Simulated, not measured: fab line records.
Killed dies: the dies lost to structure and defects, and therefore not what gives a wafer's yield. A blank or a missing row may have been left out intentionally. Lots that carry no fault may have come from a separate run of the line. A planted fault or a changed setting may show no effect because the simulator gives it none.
A lot that was struck, set against a sound lot | flow nand harc | 14 out of 1302 route steps
Sound: these wafers, L143.2, L143.4, L143.5. Struck: wafers L148.2, L148.3, L148.6. The cause is named last.
For every step that has rows: the tool of each side, followed by ch and its chambers, followed by its first start. Under that, the readings that differ: sound wafers | struck wafers | difference of the means | sigmas: that difference in standard deviations of wafers without a fault.
alike: same words and numbers on both sides, and readings whose means sit less than 2 such deviations apart. not compared: any withheld reading, any reading some wafer has no value for, any bound like >300 that may hide the same value, and any number with overlapping values for which the record gives no deviation.
The two part at a step that has a row with sigmas, a row that says differs or no value, or rows on one side only. When numbers do not overlap yet have no deviation, they are printed without sigmas and do not part them. A reading missing from all wafers of one side parts the sides only when that side holds two or more wafers.

first, 1 step without rows for these wafers: NHARC_A_WL_FILL_CVD_03 (deposits W, target thk 40 nm, time 279 s).
NHARC_A_WL_FILL_ETCHBACK_04: etches the open film in NF3, target depth 60 nm, time 120 s.
  sound on rie metal-03 ch 0,1, day 25 03:46; struck on rie metal-03 ch 1, day 27 11:25
  alike: drypump motor current A, he backside leak sccm, oes product au, run length s
  not compared: rf hours counter h
NHARC_A_WL_FILL_ETCHBACK_05: etches the open film in Cl2/BCl3, target depth 22 nm, time 60 s.
  sound on rie metal-03 ch 0,1, day 25 04:02; struck on rie metal-03 ch 0,1, day 27 11:49
  alike: drypump motor current A, he backside leak sccm, oes product au, run length s
  not compared: rf hours counter h
NHARC_A_WL_FILL_STRIP_27: strips in N2/H2, time 20 s.
  sound on plasma asher-02 ch 0,1, day 25 04:11; struck on plasma asher-02 ch 0,1, day 27 11:58
  alike: drypump motor current A, heater power w
  not compared: rf hours counter h
then, 4 steps without rows for these wafers: NHARC_A_WL_FILL_STRIP_28 (strips in post etch residue remover, time 1200 s); NHARC_A_WL_FILL_PRECLEAN_06 (cleans in DIW, time 300 s); NHARC_A_WL_FILL_SRD_07; NHARC_A_WL_FILL_ANNEAL_08 (time 1800 s).
NHARC_A_WL_FILL_ALD_10: deposits SiO2, target thk 50 nm, pulse time 10 s, ald cycles 500.
  sound on ald hk-02 ch 0,1,2, day 25 09:02; struck on ald hk-01 ch 0,2, day 27 18:28
  alike: heater power w, precursor pulse height rel
NHARC_A_WL_FILL_ETCHBACK_16: etches the open film in C4F8/O2/Ar, target depth 120 nm, time 24 s.
  sound: rie diel-08 ch 1,2,3; struck: rie diel-11 ch 0,2,3
  alike: oes product au, rf fwd power W, rf vpp V, run length s
  not compared: rf hours counter h
then, 1 step without rows for these wafers: NHARC_A_WL_FILL_STRIP_29 (strips in O2, time 20 s).
NHARC_A_WL_FILL_ETCHBACK_17: etches the open film in Cl2/BCl3, target depth 4 nm, time 26.7 s.
  sound on rie metal-03 ch 0,1, day 25 13:52; struck on rie metal-03 ch 0,1, day 27 22:47
  reading               | sound             | struck            | difference | sigmas
  oes product au (a.u.) | 1.014 1.016 1.017 | 0.983 1.004 0.999 | -0.020     | -3
  run length s (s)      | 47.8 48.0 48.4    | 35.6 35.3 35.4    | -12.6      | -38
  alike: drypump motor current A, he backside leak sccm
  not compared: rf hours counter h
then, 1 step without rows for these wafers: NHARC_A_WL_FILL_PRECLEAN_18 (cleans in dHF, time 30 s).
-- the record jumps here: 4 days lie between the struck wafers' starts before and after (it left off in module A_WL_FILL and takes up again in module END, whose first step shown is number 1302 of the route) --
NHARC_END_SORT_01:
  sound on prober-02 ch 0, day 29 04:47; struck on prober-01 ch 0, day 31 13:44
  alike: killed at array, killed at other, killed at periphery, killed dies, killed open, killed short

## WHERE THEY PART
Within this record, at NHARC_A_WL_FILL_ETCHBACK_17 only. Later steps at which nothing parts them and some readings are alike: NHARC_END_SORT_01.

WHY: the cause the simulator had injected
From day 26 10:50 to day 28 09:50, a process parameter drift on rie metal-03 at NHARC_A_WL_FILL_ETCHBACK_17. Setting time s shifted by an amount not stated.
